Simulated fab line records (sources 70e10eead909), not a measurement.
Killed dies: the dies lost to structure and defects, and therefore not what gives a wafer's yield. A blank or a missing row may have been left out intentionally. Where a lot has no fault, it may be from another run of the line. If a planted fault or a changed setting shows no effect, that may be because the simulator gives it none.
A struck lot beside a sound one || flow nand_harc || 15 out of 1159 route steps
Sound: the wafers L893.1, L893.4, L893.5. Struck: wafers L899.1, L899.5 (left out: L899.4, a lot-mate that was not struck); the cause follows at the end.
Per side, at each step with rows, come the tool, then ch with its chambers, and then its first start. Under that, the readings that differ: sound wafers || struck wafers || difference of the means || sigmas: that difference in standard deviations of wafers without a fault.
alike: words and numbers the same on both sides, and readings whose means are apart by under 2 such deviations; not compared: readings that were withheld, readings missing a value for some wafer, numbers with overlapping values and no deviation given by the record, and bounds like >300 which may hide the same value.
A row with sigmas, a row that says differs or no value, or rows on one side alone: a step with any of these is where the two part. Numbers that don't overlap but have no deviation are shown without sigmas and don't part them. A reading missing from all wafers of one side parts the sides only when that side holds two or more wafers.

NHARC_A_CONTACT_ETCH_113: etches the open film in C4F8/O2/Ar, time 94 s, target depth 922 nm.
  sound on har_cap_etch-03 ch 0,1, day 16 17:04; struck on har_cap_etch-03 ch 0,1, day 18 02:06
  not compared: rf_hours_counter_h
then, 2 steps without rows for these wafers: NHARC_A_CONTACT_ETCH_114 (etches the open film in C4F8/O2/Ar, time 94 s, target depth 922 nm); NHARC_A_CONTACT_ETCH_115 (etches the open film in C4F8/O2/Ar, time 94 s, target depth 922 nm).
NHARC_A_CONTACT_ETCH_116: etches the open film in C4F8/O2/Ar, time 94 s, target depth 922 nm.
  sound on har_cap_etch-03 ch 0,1, day 16 17:20; struck on har_cap_etch-03 ch 0,1, day 18 02:22
  not compared: rf_hours_counter_h
NHARC_A_CONTACT_ETCH_117: etches the open film in C4F8/O2/Ar, time 94 s, target depth 922 nm.
  sound on har_cap_etch-03 ch 0,1, day 16 17:25; struck on har_cap_etch-03 ch 0,1, day 18 02:28
  not compared: rf_hours_counter_h
NHARC_A_CONTACT_ETCH_118: etches the open film in C4F8/O2/Ar, time 94 s, target depth 922 nm.
  sound on har_cap_etch-03 ch 0,1, day 16 17:31; struck on har_cap_etch-03 ch 0,1, day 18 02:33
  not compared: rf_hours_counter_h
then, 3 steps without rows for these wafers: NHARC_A_CONTACT_ETCH_119 (etches the open film in C4F8/O2/Ar, time 94 s, target depth 922 nm); NHARC_A_CONTACT_ETCH_120 (etches the open film in C4F8/O2/Ar, time 94 s, target depth 922 nm); NHARC_A_CONTACT_ETCH_121 (etches the open film in C4F8/O2/Ar, time 94 s, target depth 922 nm).
NHARC_A_CONTACT_ETCH_122: etches the open film in C4F8/O2/Ar, time 95 s, target depth 930 nm.
  sound on har_cap_etch-03 ch 0,1, day 16 17:53; struck on har_cap_etch-03 ch 0,1, day 18 02:55
  not compared: rf_hours_counter_h
then, 2 steps without rows for these wafers: NHARC_A_CONTACT_ETCH_123 (etches the open film in C4F8/O2/Ar, time 253 s, target depth 1090 nm); NHARC_A_CONTACT_ETCH_90 (etches the open film in CH3F/O2, target depth 40 nm, time 85.7 s).
NHARC_A_CONTACT_ETCH_96: etches the open film in C4F6/O2, target depth 20 nm, time 10 s.
  sound on rie_diel-07 ch 0,1,3, day 16 18:43; struck on rie_diel-06 ch 2, day 18 03:49
{"reading": "c4f6_flow_sccm (sccm)", "sound": "25.11 25.16 24.90", "struck": "20.04 19.97", "difference": -5.05, "sigmas": -65}
{"reading": "throttle_valve_pct (%)", "sound": "26.911 26.888 26.883", "struck": "26.695 26.696", "difference": -0.198, "sigmas": -20}
  alike: drypump_motor_current_A, oes_product_au, rf_vpp_V, showerhead_plenum_p_Torr
  not compared: rf_hours_counter_h
NHARC_A_CONTACT_CD_MEAS_53:
  struck on cd_sem-03, day 18 03:53; sound on cd_sem-01, day 16 18:47
  alike: cd_nm
NHARC_END_SORT_01:
  the record has rows for the sound wafers here (prober-02 ch 0, day 19 14:09) and none for the struck ones

== WHERE THEY PART ==
At NHARC_A_CONTACT_ETCH_96 first; at NHARC_END_SORT_01 last (within this record only).

WHY: the cause the simulator had injected
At NHARC_A_CONTACT_ETCH_96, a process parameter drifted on rie_diel-06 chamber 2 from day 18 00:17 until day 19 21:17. The setting c4f6_flow_sccm was moved by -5, starting from 25. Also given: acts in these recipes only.
